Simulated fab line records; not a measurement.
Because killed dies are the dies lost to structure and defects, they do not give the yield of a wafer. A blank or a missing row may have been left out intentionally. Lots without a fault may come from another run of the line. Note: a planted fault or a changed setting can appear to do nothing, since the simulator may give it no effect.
Code-filled problem report in 8D (eight disciplines) form | flow n5Finfet | the parts of the form that need people (team, actions taken, sign-off) are left out
Where a reading is given only as a bound, like >300, the bound stands for it, and a mean or a difference that rests on one is marked > or <: the true number lies beyond.

## 1. PROBLEM STATEMENT
At N5_DUMMY_GATE_INSPECT_27, rawDefectCount averages 807 over 2 wafers from 2 lots, while fault-free wafers read 290, standard deviation 82. Measured from the usual mean, that is +6.3 standard deviations.
The step: inspects for defects (brightfield).
First seen on wafer L901.4, day 7 08:01, on defectInspect-01. Wafers with a number at this step in the record: 24, from 8 lots. The rule behind "out" and "out of limits": a value lying over 4 standard deviations away from the usual mean. The rest of the wafers with a number are treated as sound.

## 2. WHAT IT IS, AND WHAT IT ISN'T
question                    | is               | is not
which readings at this step | rawDefectCount   | -
which lots                  | L901, L903       | L891, L892, L894, L905, L906, L907
which wafers of those lots  | L901.4, L903.3   | L901.1, L901.6, L903.4, L903.5
read on which gauges        | defectInspect-01 | defectInspect-02
when                        | from day 7 08:01 | up to then (11 sound wafers); but 11 sound wafers of L903, L905, L906, L907 came after

## 3. THE SUSPECTS, EACH WITH WHAT RULES IT OUT
Counting: a tool at a process step up to the reading stays a suspect if it ran every lot that is out. Sound lots after the first of them don't rule it out here, since some wafers of a struck lot are sound.
- the gauge at N5_DUMMY_GATE_INSPECT_27: ruled out. All the wafers that are out were read on defectInspect-01, but those of them that N5_PASSIVATION_PROBE_49 has rows for are out there too, on other tools.
- rieSi-03 at N5_DUMMY_GATE_ETCH_32 (etches SiO2 in CF4, target depth 3.5 nm, time 3.9 s): kept. It ran every lot that is out, first L901 (day 7 07:32); its last sound lot up to then is L894 (day 5 12:35).
- rieSi-03 at N5_DUMMY_GATE_ETCH_44 (etches poly-Si in HBr/O2, stops on SiO2, target depth 127.5 nm): kept. It ran every lot that is out, first L901 (day 7 07:37); its last sound lot up to then is L894 (day 5 12:41).
- In rieSi-03 at N5_DUMMY_GATE_ETCH_32, the wafers that are out were processed in chamber 3 and their sound lot-mates in chambers 1, 2.
- In rieSi-03 at N5_DUMMY_GATE_ETCH_44, the wafers that are out were processed in chamber 3 and their sound lot-mates in chambers 1, 2.
After counting, rieSi-03 at N5_DUMMY_GATE_ETCH_32 and rieSi-03 at N5_DUMMY_GATE_ETCH_44 remain.

## 4. THE CAUSE (what the simulator had put in)
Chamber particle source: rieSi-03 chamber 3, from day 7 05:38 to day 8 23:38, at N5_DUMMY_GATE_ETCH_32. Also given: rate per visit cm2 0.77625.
This tool is one of the 2 suspects left after counting.

## 5. THE CHAIN OF EFFECTS, in route order
Each row: a reading whose mean over the struck wafers that have a number lies more than 3 standard deviations from the usual. Only readings for which the record gives a usual standard deviation are gone through. hours: the time from each lot's start at the first step in this table that gives one to its start at this step, as a median over the lots. sigmas: the change in usual standard deviations.
hours | step                     | reading             | usual  | on struck wafers | change | sigmas
0     | N5_DUMMY_GATE_INSPECT_27 | rawDefectCount      | 290    | 807              | +517   | +6.3
1     | N5_SPACER0_INSPECT_04    | rawDefectCount      | 137    | 662              | +524   | +15
1     | N5_SD_EPI_N_INSPECT_11   | rawDefectCount      | 2.1    | >300             | >+298  | +99 or more
6     | N5_SD_EPI_N_INSPECT_26   | rawDefectCount      | 201    | 742              | +540   | +13
246   | N5_PASSIVATION_PROBE_49  | defectLimitedYield  | 91.2 % | 81.5             | -9.7   | -6.4
246   | N5_PASSIVATION_PROBE_49  | killedAtFrontEnd    | 40     | 158              | +118   | +9.8
246   | N5_PASSIVATION_PROBE_49  | killedDies          | 103    | 218              | +115   | +6.4
246   | N5_PASSIVATION_PROBE_49  | sort_bin_5_function | 5.1 %  | 11.9             | +6.8   | +6.8
246   | N5_PASSIVATION_PROBE_49  | sortNPass           | 1076   | 960              | -116   | -6.4
246   | N5_PASSIVATION_PROBE_49  | sortYieldPct        | 91.2 % | 81.3             | -9.9   | -6.6
Its process steps:
- N5_PASSIVATION_PROBE_49
Later steps that measure or inspect, where all struck wafers having a row at the step show a number for every such reading and not one has moved that far: N5_BEOL_M4_RC_MEAS_101.

## 6. WHAT WOULD HAVE CAUGHT IT SOONER
In this record the first reading out of limits at a measuring or inspecting step was taken at day 7 08:01, 2 hours after the fault began at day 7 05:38.
An alarm limit of 4 standard deviations would not have fired on the tool readings at N5_DUMMY_GATE_ETCH_32 for which the record gives a usual standard deviation, since none of them was out on any struck wafer.
Of the lots that are out (2), L903 began N5_DUMMY_GATE_ETCH_32 on rieSi-03 after day 7 08:01. It would have been spared by a hold on the tool at that moment.
